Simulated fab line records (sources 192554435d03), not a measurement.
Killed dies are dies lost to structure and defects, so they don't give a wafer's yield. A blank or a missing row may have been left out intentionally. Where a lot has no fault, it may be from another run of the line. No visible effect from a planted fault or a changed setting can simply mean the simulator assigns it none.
Matching of chambers -- flow n5Finfet -- N5_FIN_CUT_ETCH_20 on rieDiel-05: 4 sister chambers
The step etches SiARC in CF4, target depth 26 nm, time 43.3 s. 8 wafers are shown with their chamber, then 12 later ones without.

== WAFERS PAIRED WITH THEIR CHAMBERS ==
wafer,chamber,showerheadPlenumPTorr (Torr),throttleValvePct (%)
L086.3,3,2.11,15.42
L086.5,1,2.27,15.69
L087.3,2,2.08,15.63
L087.4,0,2.22,15.78
L087.5,0,2.22,15.78
L090.1,2,2.08,15.63
L090.2,1,2.27,15.71
L090.6,3,2.10,15.41

== WAFERS WITH NO CHAMBER GIVEN ==
wafer,showerheadPlenumPTorr (Torr),throttleValvePct (%)
L092.1,2.10,15.44
L092.2,2.22,15.80
L092.3,2.07,15.66
L092.4,2.27,15.70
L092.5,2.27,15.72
L092.6,2.22,15.82
L096.1,2.07,15.66
L096.2,2.21,15.82
L096.4,2.10,15.43
L097.3,2.27,15.71
L097.5,2.07,15.66
L097.6,2.27,15.73

== WHICH CHAMBER EACH ONE RAN IN ==
wafer,from the rows above,in truth
L092.1,3,3
L092.2,0,0
L092.3,2,2
L092.4,1,1
L092.5,1,1
L092.6,0,0
L096.1,2,2
L096.2,0,0
L096.4,3,3
L097.3,1,1
L097.5,2,2
L097.6,1,1
Correct placement for 12 of the 12. Number that these rows cannot place: 0. Wrongly placed: 0.
How it was worked out, from the rows above alone: a wafer's distance from a chamber is the root of the sum, over the readings, of the square of ((its reading less the chamber's mean) divided by the reading's scatter). The wafer belongs to the nearest chamber; if the next one is less than 2 further off, it can't be placed. Each chamber's mean is taken over the wafers shown for it. The scatter is the square root of a quotient: the sum, over the shown wafers, of each reading's squared deviation from its chamber's mean, divided by wafers minus chambers.
